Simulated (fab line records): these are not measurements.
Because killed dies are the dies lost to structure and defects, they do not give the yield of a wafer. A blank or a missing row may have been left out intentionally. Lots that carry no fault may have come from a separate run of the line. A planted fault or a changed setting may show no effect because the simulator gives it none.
Which tool did it?	flow nandHarc	20 lots with 60 wafers sampled at 6 steps, on a route of 1159 steps

WHAT THE GAUGES SHOWED, per wafer
Not one reading of a measure or inspect step in the record can be checked against a usual standard deviation.

EACH LOT AND THE TOOL THAT RAN IT (in order: tool; ch and the chambers of the sampled wafers; start)
lot	NHARC_P_STI_ETCH_42	NHARC_P_GATE_DESCUM_31	NHARC_P_GATE_ETCH_104	NHARC_P_M0_ETCH_34	NHARC_A_STAIRCASE_TRIM_22	NHARC_A_STAIRCASE_TRIM_191
L074	rieDiel-09 ch 1,2, day 2 12:11	rieDiel-13 ch 0,3, day 4 19:35	rieDiel-13 ch 0,2,3, day 4 19:40	rieDiel-06 ch 1,2, day 5 20:47	rieDiel-07 ch 1,2,3, no start	rieDiel-07 ch 1,2,3, no start
L075	rieDiel-09 ch 0,2,3, day 2 23:47	rieDiel-07 ch 0,1,3, day 5 00:52	rieDiel-07 ch 1,3, day 5 00:58	rieDiel-06 ch 0,1,3, day 6 05:20	rieDiel-11 ch 2,3, no start	rieDiel-07 ch 0,1, no start
L077	rieDiel-09 ch 1,2, day 3 11:44	rieDiel-11 ch 1,2, day 5 14:45	rieDiel-11 ch 0,3, day 5 14:50	rieDiel-06 ch 0,1,3, day 6 22:10	rieDiel-07 ch 0,1,2, no start	rieDiel-07 ch 0,1, no start
L078	rieDiel-03 ch 1,2, day 3 11:53	rieDiel-13 ch 0,2, day 5 14:34	rieDiel-13 ch 1,2,3, day 5 14:51	rieDiel-10 ch 0,2, day 6 22:41	rieDiel-12 ch 0,2, no start	rieDiel-07 ch 0,1, no start
L079	rieDiel-03 ch 0,1,2, day 3 17:55	rieDiel-07 ch 0,3, day 5 22:23	rieDiel-07 ch 0,3, day 5 22:28	rieDiel-08 ch 0,1,3, day 7 04:21	rieDiel-12 ch 1,2,3, no start	rieDiel-12 ch 0,1,2, no start
L081	rieDiel-03 ch 0,1,2, day 4 07:06	rieDiel-11 ch 2,3, day 6 15:19	rieDiel-11 ch 0,1,2, day 6 15:24	rieDiel-10 ch 0,3, day 8 00:38	rieDiel-11 ch 0,1,3, no start	rieDiel-11 ch 0,3, no start
L082	rieDiel-03 ch 1,2,3, day 4 11:15	rieDiel-13 ch 0,1,2, day 6 14:55	rieDiel-13 ch 0,1,3, day 6 14:59	rieDiel-08 ch 1,2, day 7 17:02	rieDiel-11 ch 0,1,3, no start	rieDiel-07 ch 0,2,3, no start
L083	rieDiel-03 ch 0,1,3, day 4 17:15	rieDiel-11 ch 0,2, day 6 22:45	rieDiel-11 ch 0,2, day 6 22:50	rieDiel-08 ch 1,2,3, day 8 06:14	rieDiel-11 ch 0,1,2, no start	rieDiel-12 ch 0,1,2, no start
L084	rieDiel-03 ch 0,1,2, day 4 23:20	rieDiel-13 ch 0,1, day 7 06:07	rieDiel-13 ch 0,2, day 7 06:11	rieDiel-06 ch 1,2, day 8 10:55	rieDiel-11 ch 1,2, no start	rieDiel-12 ch 0,1,3, no start
L087	rieDiel-02 ch 2,3, day 5 13:55	rieDiel-13 ch 1,2,3, day 7 23:45	rieDiel-13 ch 0,2, day 7 23:50	rieDiel-08 ch 3, day 9 00:37	rieDiel-07 ch 1,3, no start	rieDiel-11 ch 1,3, no start
L086	rieDiel-09 ch 1,2,3, day 5 14:05	rieDiel-11 ch 1,2,3, day 7 23:18	rieDiel-11 ch 0,1,2, day 7 23:24	rieDiel-10 ch 0,1,2, day 9 00:47	rieDiel-12 ch 0,2,3, no start	rieDiel-11 ch 0,1,2, no start
L088	rieDiel-09 ch 0,2,3, day 6 00:52	rieDiel-07 ch 0,2,3, day 8 07:07	rieDiel-07 ch 0,2,3, day 8 07:16	rieDiel-06 ch 1,3, day 9 14:50	rieDiel-11 ch 1,3, no start	rieDiel-07 ch 1,3, no start
L089	rieDiel-02 ch 0,1,3, day 6 05:06	rieDiel-13 ch 0,2,3, day 8 07:17	rieDiel-13 ch 1,2,3, day 8 07:22	rieDiel-06 ch 1,2, day 9 15:50	rieDiel-12 ch 0,1,2, no start	rieDiel-12 ch 1,3, no start
L090	rieDiel-03 ch 0,1,2, day 6 12:12	rieDiel-13 ch 0,2,3, day 8 19:24	rieDiel-13 ch 1,2,3, day 8 19:30	rieDiel-10 ch 0,2,3, day 10 00:37	rieDiel-07 ch 0,2, no start	rieDiel-11 ch 0,3, no start
L091	rieDiel-09 ch 0,1,3, day 6 17:25	rieDiel-07 ch 1,2,3, day 8 19:15	rieDiel-07 ch 0,2,3, day 8 19:19	rieDiel-10 ch 0,3, day 10 06:16	rieDiel-11 ch 0,1,2, no start	rieDiel-11 ch 1,2,3, no start
L093	rieDiel-09 ch 0,1, day 7 08:29	rieDiel-11 ch 0,1,2, day 9 13:50	rieDiel-11 ch 2,3, day 9 14:02	rieDiel-08 ch 0,2,3, day 10 23:29	rieDiel-12 ch 1,2, no start	rieDiel-12 ch 0,1, no start
L092	rieDiel-09 ch 0,1,2, day 7 08:40	rieDiel-11 ch 0,2, day 9 13:29	rieDiel-11 ch 0,1,3, day 9 13:35	rieDiel-10 ch 0,2, day 10 23:38	rieDiel-12 ch 0,1,3, no start	rieDiel-11 ch 1,2,3, no start
L095	rieDiel-09 ch 0,1,3, day 7 18:54	rieDiel-13 ch 0,1,2, day 10 00:55	rieDiel-13 ch 0,2,3, day 10 01:01	rieDiel-08 ch 0,1,2, day 11 01:45	rieDiel-07 ch 0,1,3, no start	rieDiel-07 ch 0,2,3, no start
L096	rieDiel-03 ch 2,3, day 7 23:14	rieDiel-11 ch 0,2,3, day 10 06:09	rieDiel-11 ch 0,3, day 10 06:13	rieDiel-08 ch 2,3, day 11 07:40	rieDiel-12 ch 0,3, no start	rieDiel-12 ch 0,1,3, no start
L097	rieDiel-03 ch 0,3, day 8 06:54	rieDiel-13 ch 1,2,3, day 10 13:01	rieDiel-13 ch 1,2,3, day 10 13:08	rieDiel-10 ch 0,1,3, day 11 15:38	rieDiel-11 ch 0,3, no start	rieDiel-11 ch 1,2,3, no start
- NHARC_P_STI_ETCH_42: etches the open film in N2/H2, target depth 80 nm, overetch 24 nm, time 61 s.
- NHARC_P_GATE_DESCUM_31: chemistry O2, time 3 s.
- NHARC_P_GATE_ETCH_104: etches the open film in CF4/CHF3, target depth 60 nm.
- NHARC_P_M0_ETCH_34: etches the open film in N2/H2, target depth 40 nm, overetch 12 nm, time 43.94 s.
- NHARC_A_STAIRCASE_TRIM_22: chemistry O2, time 211.2 s.
- NHARC_A_STAIRCASE_TRIM_191: chemistry O2, time 211.2 s.

AS READ BY THE TOOLS THEMSELVES (means over the sampled wafers that have a number; for cases with no such wafer, the mark the record gives instead)
NHARC_P_STI_ETCH_42. Usual: drypumpMotorCurrentA 5.9 A, standard deviation 0.39; oesProductAu 0.999 a.u., standard deviation 0.012; rfVppV 431.7 V, standard deviation 2.4; showerheadPlenumPTorr 2.08 Torr, standard deviation 0.085; throttleValvePct 14.171 %, standard deviation 0.0082.
lot	tool	drypumpMotorCurrentA (A)	oesProductAu (a.u.)	rfVppV (V)	showerheadPlenumPTorr (Torr)	throttleValvePct (%)	flag
L074	rieDiel-09	6.4	1.005	432.0	2.14	14.169	
L075	rieDiel-09	5.7	0.984	433.4	2.16	14.165	
L077	rieDiel-09	6.5	1.002	433.3	2.14	14.166	
L078	rieDiel-03	5.7	1.010	432.6	2.09	14.174	
L079	rieDiel-03	5.9	1.007	430.1	2.04	14.162	
L081	rieDiel-03	5.9	1.000	431.1	2.04	14.171	
L082	rieDiel-03	5.7	1.005	431.1	2.05	14.172	
L083	rieDiel-03	5.8	1.009	432.8	2.09	14.169	
L084	rieDiel-03	5.9	1.000	430.3	2.04	14.167	
L087	rieDiel-02	5.8	0.990	427.8	1.95	14.177	
L086	rieDiel-09	6.1	1.001	432.5	2.15	14.171	
L088	rieDiel-09	5.7	0.993	433.1	2.15	14.164	
L089	rieDiel-02	6.0	1.007	428.9	2.00	14.174	
L090	rieDiel-03	6.0	1.010	430.7	2.04	14.172	
L091	rieDiel-09	5.8	0.991	432.3	2.14	14.181	
L093	rieDiel-09	6.2	0.987	432.2	2.12	14.166	
L092	rieDiel-09	6.0	0.990	433.5	2.14	14.171	
L095	rieDiel-09	5.8	0.995	433.7	2.14	14.172	
L096	rieDiel-03	5.7	1.011	428.0	1.96	14.171	
L097	rieDiel-03	5.8	1.003	430.0	2.06	14.175	

NHARC_P_GATE_DESCUM_31. Usual: drypumpMotorCurrentA 5.8 A, standard deviation 0.49; oesProductAu 0.996 a.u., standard deviation 0.0084; rfVppV 57.8 V, standard deviation 0.92; showerheadPlenumPTorr 1.93 Torr, standard deviation 0.083; throttleValvePct 11.311 %, standard deviation 0.0085.
lot	tool	drypumpMotorCurrentA (A)	oesProductAu (a.u.)	rfVppV (V)	showerheadPlenumPTorr (Torr)	throttleValvePct (%)	flag
L074	rieDiel-13	5.8	0.988	57.1	1.95	11.318	
L075	rieDiel-07	5.6	0.992	57.7	1.94	11.306	
L077	rieDiel-11	5.5	0.996	58.1	1.95	11.313	
L078	rieDiel-13	5.7	1.000	57.4	1.90	11.319	
L079	rieDiel-07	6.3	1.003	57.7	1.93	11.313	
L081	rieDiel-11	6.2	1.001	56.9	1.92	11.313	
L082	rieDiel-13	5.6	0.997	56.6	1.90	11.315	
L083	rieDiel-11	5.6	0.988	57.6	1.85	11.317	
L084	rieDiel-13	5.3	1.000	58.2	1.95	11.304	
L087	rieDiel-13	5.8	0.991	58.1	1.93	11.311	
L086	rieDiel-11	5.9	1.006	58.4	1.93	11.313	
L088	rieDiel-07	6.1	0.992	57.9	1.98	11.310	
L089	rieDiel-13	6.0	0.994	59.2	1.91	11.315	
L090	rieDiel-13	5.9	1.000	58.5	1.91	11.314	
L091	rieDiel-07	5.4	0.993	58.5	1.98	11.305	
L093	rieDiel-11	5.6	0.991	57.8	1.91	11.315	
L092	rieDiel-11	5.7	0.996	57.8	1.89	11.311	
L095	rieDiel-13	5.6	0.996	57.5	1.90	11.308	
L096	rieDiel-11	6.0	1.004	57.3	1.90	11.311	
L097	rieDiel-13	5.8	0.995	58.4	1.92	11.311	

NHARC_P_GATE_ETCH_104. Usual: drypumpMotorCurrentA 5.8 A, standard deviation 0.49; oesProductAu 0.945 a.u., standard deviation 0.02; rfVppV 371.2 V, standard deviation 2.5; showerheadPlenumPTorr 1.59 Torr, standard deviation 0.063; throttleValvePct 16.803 %, standard deviation 0.0096.
lot	tool	drypumpMotorCurrentA (A)	oesProductAu (a.u.)	rfVppV (V)	showerheadPlenumPTorr (Torr)	throttleValvePct (%)	flag
L074	rieDiel-13	5.9	0.921	370.5	1.58	16.804	
L075	rieDiel-07	5.2	0.943	372.5	1.65	16.814	
L077	rieDiel-11	6.1	0.959	372.3	1.62	16.799	
L078	rieDiel-13	5.8	0.937	370.8	1.59	16.799	
L079	rieDiel-07	6.3	0.962	370.5	1.58	16.802	
L081	rieDiel-11	5.6	0.954	371.8	1.58	16.813	
L082	rieDiel-13	5.7	0.964	372.6	1.61	16.810	
L083	rieDiel-11	5.6	0.959	368.9	1.52	16.806	
L084	rieDiel-13	5.9	0.922	370.3	1.53	16.806	
L087	rieDiel-13	5.9	0.960	369.8	1.53	16.799	
L086	rieDiel-11	5.6	0.944	370.9	1.58	16.794	
L088	rieDiel-07	6.1	0.948	371.8	1.63	16.801	
L089	rieDiel-13	5.8	0.923	370.7	1.58	16.800	
L090	rieDiel-13	5.8	0.918	371.6	1.58	16.801	
L091	rieDiel-07	6.0	0.949	372.6	1.62	16.802	
L093	rieDiel-11	5.9	0.934	368.7	1.52	16.800	
L092	rieDiel-11	6.0	0.928	372.5	1.62	16.791	
L095	rieDiel-13	5.9	0.945	370.5	1.57	16.799	
L096	rieDiel-11	6.1	0.967	371.8	1.61	16.807	
L097	rieDiel-13	5.8	0.952	370.8	1.58	16.806	

NHARC_P_M0_ETCH_34. Usual: drypumpMotorCurrentA 5.9 A, standard deviation 0.3; oesProductAu 0.996 a.u., standard deviation 0.013; rfVppV 429.6 V, standard deviation 2.8; showerheadPlenumPTorr 2.01 Torr, standard deviation 0.1; throttleValvePct 14.173 %, standard deviation 0.0091.
lot	tool	drypumpMotorCurrentA (A)	oesProductAu (a.u.)	rfVppV (V)	showerheadPlenumPTorr (Torr)	throttleValvePct (%)	flag
L074	rieDiel-06	5.8	0.994	428.0	1.95	14.160	
L075	rieDiel-06	6.1	0.979	428.9	1.96	14.167	
L077	rieDiel-06	6.1	0.981	429.1	1.96	14.177	
L078	rieDiel-10	6.0	0.985	427.5	1.95	14.174	
L079	rieDiel-08	5.7	0.997	429.9	2.02	14.174	
L081	rieDiel-10	5.8	1.005	430.1	2.01	14.168	
L082	rieDiel-08	5.9	0.992	432.4	2.14	14.169	
L083	rieDiel-08	5.8	0.999	430.4	2.04	14.173	
L084	rieDiel-06	5.8	1.000	428.7	1.95	14.168	
L087	rieDiel-08	5.4	0.996	426.5	1.90	14.180	
L086	rieDiel-10	5.9	1.004	428.6	1.96	14.173	
L088	rieDiel-06	6.0	0.985	426.0	1.90	14.171	
L089	rieDiel-06	5.8	0.993	427.6	1.95	14.166	
L090	rieDiel-10	5.9	1.006	430.6	2.02	14.172	
L091	rieDiel-10	5.9	1.014	429.0	2.01	14.172	
L093	rieDiel-08	5.8	0.999	428.0	1.96	14.167	
L092	rieDiel-10	6.0	0.995	428.2	1.95	14.174	
L095	rieDiel-08	5.9	1.005	431.5	2.06	14.184	
L096	rieDiel-08	5.6	0.994	428.2	1.94	14.174	
L097	rieDiel-10	5.7	1.015	429.8	2.04	14.184	

NHARC_A_STAIRCASE_TRIM_22. Usual: drypumpMotorCurrentA 5.9 A, standard deviation 0.43; oesProductAu 1.004 a.u., standard deviation 0.011; rfVppV 57.8 V, standard deviation 0.91; showerheadPlenumPTorr 3.58 Torr, standard deviation 0.13; throttleValvePct 17.036 %, standard deviation 0.0088.
lot	tool	drypumpMotorCurrentA (A)	oesProductAu (a.u.)	rfVppV (V)	showerheadPlenumPTorr (Torr)	throttleValvePct (%)	flag
L074	rieDiel-07	5.5	1.009	58.2	3.64	17.040	
L075	rieDiel-11	5.9	1.000	58.1	3.41	17.031	
L077	rieDiel-07	5.8	1.004	56.6	3.52	17.030	
L078	rieDiel-12	6.0	1.007	57.6	3.64	17.040	
L079	rieDiel-12	6.1	1.000	57.8	3.66	17.035	
L081	rieDiel-11	6.0	1.002	57.1	3.62	17.029	
L082	rieDiel-11	6.0	1.006	58.4	3.62	17.030	
L083	rieDiel-11	5.6	1.007	57.6	3.51	17.043	
L084	rieDiel-11	5.5	1.002	57.8	3.42	17.029	
L087	rieDiel-07	5.3	1.005	57.6	3.65	17.036	
L086	rieDiel-12	6.0	1.006	57.9	3.60	17.039	
L088	rieDiel-11	5.9	0.993	58.1	3.65	17.037	
L089	rieDiel-12	5.9	1.008	58.6	3.60	17.035	
L090	rieDiel-07	6.5	0.987	57.6	3.49	17.035	
L091	rieDiel-11	5.6	1.009	58.4	3.50	17.041	
L093	rieDiel-12	6.1	1.003	57.0	3.67	17.036	
L092	rieDiel-12	5.9	1.010	57.5	3.57	17.042	
L095	rieDiel-07	5.7	1.010	57.9	3.52	17.041	
L096	rieDiel-12	5.9	1.000	57.2	3.57	17.035	
L097	rieDiel-11	6.3	1.010	57.5	3.58	17.037	

NHARC_A_STAIRCASE_TRIM_191. Usual: drypumpMotorCurrentA 5.8 A, standard deviation 0.53; oesProductAu 1.002 a.u., standard deviation 0.011; rfVppV 58.0 V, standard deviation 0.86; showerheadPlenumPTorr 3.56 Torr, standard deviation 0.14; throttleValvePct 17.037 %, standard deviation 0.0086.
lot	tool	drypumpMotorCurrentA (A)	oesProductAu (a.u.)	rfVppV (V)	showerheadPlenumPTorr (Torr)	throttleValvePct (%)	flag
L074	rieDiel-07	5.5	1.011	58.2	3.64	17.038	
L075	rieDiel-07	6.1	1.007	57.4	3.43	17.030	
L077	rieDiel-07	6.1	1.005	57.1	3.43	17.036	
L078	rieDiel-07	6.0	0.988	57.2	3.43	17.042	
L079	rieDiel-12	5.9	1.012	59.1	3.61	17.038	
L081	rieDiel-11	6.3	1.012	58.2	3.60	17.035	
L082	rieDiel-07	6.1	0.994	57.9	3.62	17.033	
L083	rieDiel-12	6.0	1.000	59.0	3.61	17.037	
L084	rieDiel-12	5.9	1.002	57.3	3.58	17.032	
L087	rieDiel-11	5.9	0.991	58.4	3.65	17.041	
L086	rieDiel-11	5.6	1.001	58.0	3.51	17.033	
L088	rieDiel-07	5.3	0.999	58.2	3.65	17.040	
L089	rieDiel-12	5.9	0.997	58.4	3.62	17.037	
L090	rieDiel-11	6.4	1.002	57.8	3.59	17.040	
L091	rieDiel-11	5.9	0.998	58.1	3.52	17.038	
L093	rieDiel-12	5.8	1.003	58.5	3.58	17.043	
L092	rieDiel-11	5.9	1.001	57.9	3.51	17.040	
L095	rieDiel-07	6.1	1.005	58.0	3.61	17.035	
L096	rieDiel-12	5.9	1.004	57.9	3.56	17.030	
L097	rieDiel-11	5.9	1.007	57.8	3.68	17.039	

THE ANSWER, worked out from the rows above alone
Rule: a lot is off if the mean of its wafers that have a number lies more than 3 standard deviations from the usual mean. A lot without any number at a reading at which 4 lots or more have one is off too. Any other lot the step has rows for is counted as sound. Order of review: gauges by route order, followed by the tools' own readings, for which a lot's mean as printed above is used. At the first step where some lot is off, the reading lying furthest off is the one used; lots without a number count as furthest.
No lot is off at any reading shown: from this, nothing can be told.

WHAT HAD BEEN PUT IN BY THE SIMULATOR
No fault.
